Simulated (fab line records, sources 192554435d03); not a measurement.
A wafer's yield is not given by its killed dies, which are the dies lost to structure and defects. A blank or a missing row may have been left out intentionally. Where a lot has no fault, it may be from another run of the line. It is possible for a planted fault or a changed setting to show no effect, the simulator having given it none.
Chamber matching | flow n5-finfet | 4 sister chambers for N5_BEOL_M6_ETCH_65 on rie-diel-02
The step etches SiARC in CF4, target depth 15.6 nm, time 26 s. 8 wafers are shown with their chamber, then 8 later ones without.

WAFERS WITH THEIR CHAMBER
wafer  | chamber | drypump-motor-current-A (A) | showerhead-plenum-p-Torr (Torr)
L078.6 | 0       | 5.6                         | 2.13
L088.1 | 2       | 5.0                         | 2.04
L088.2 | 0       | 5.6                         | 2.13
L088.3 | 3       | 4.9                         | 2.14
L087.3 | 1       | 5.3                         | 2.09
L087.5 | 3       | 4.9                         | 2.13
L087.6 | 2       | 5.0                         | 2.04
L090.1 | 1       | 5.4                         | 2.09

WAFERS WHOSE CHAMBER IS MISSING
wafer  | drypump-motor-current-A (A) | showerhead-plenum-p-Torr (Torr)
L090.2 | 5.6                         | 2.12
L090.5 | 5.6                         | 2.12
L093.1 | 5.3                         | 2.09
L093.4 | 4.9                         | 2.13
L093.6 | 5.6                         | 2.12
L097.3 | 5.6                         | 2.12
L097.4 | 4.9                         | 2.13
L097.6 | 4.9                         | 2.13

THE CHAMBER EACH PASSED THROUGH
wafer  | from the rows above | in truth
L090.2 | 0                   | 0
L090.5 | 0                   | 0
L093.1 | 1                   | 1
L093.4 | 3                   | 3
L093.6 | 0                   | 0
L097.3 | 0                   | 0
L097.4 | 3                   | 3
L097.6 | 3                   | 3
Correctly placed: 8 of 8. Not placeable from these rows: 0. Number placed wrongly: 0.
How it was worked out, from the rows above alone: a wafer's distance from a chamber is the root of the sum, over the readings, of the square of ((its reading less the chamber's mean) divided by the reading's scatter). The wafer belongs to the nearest chamber; if the next one is less than 2 further off, it can't be placed. Each chamber's mean is taken over the wafers shown for it. The scatter is the square root of a quotient: the sum, over the shown wafers, of each reading's squared deviation from its chamber's mean, divided by wafers minus chambers.
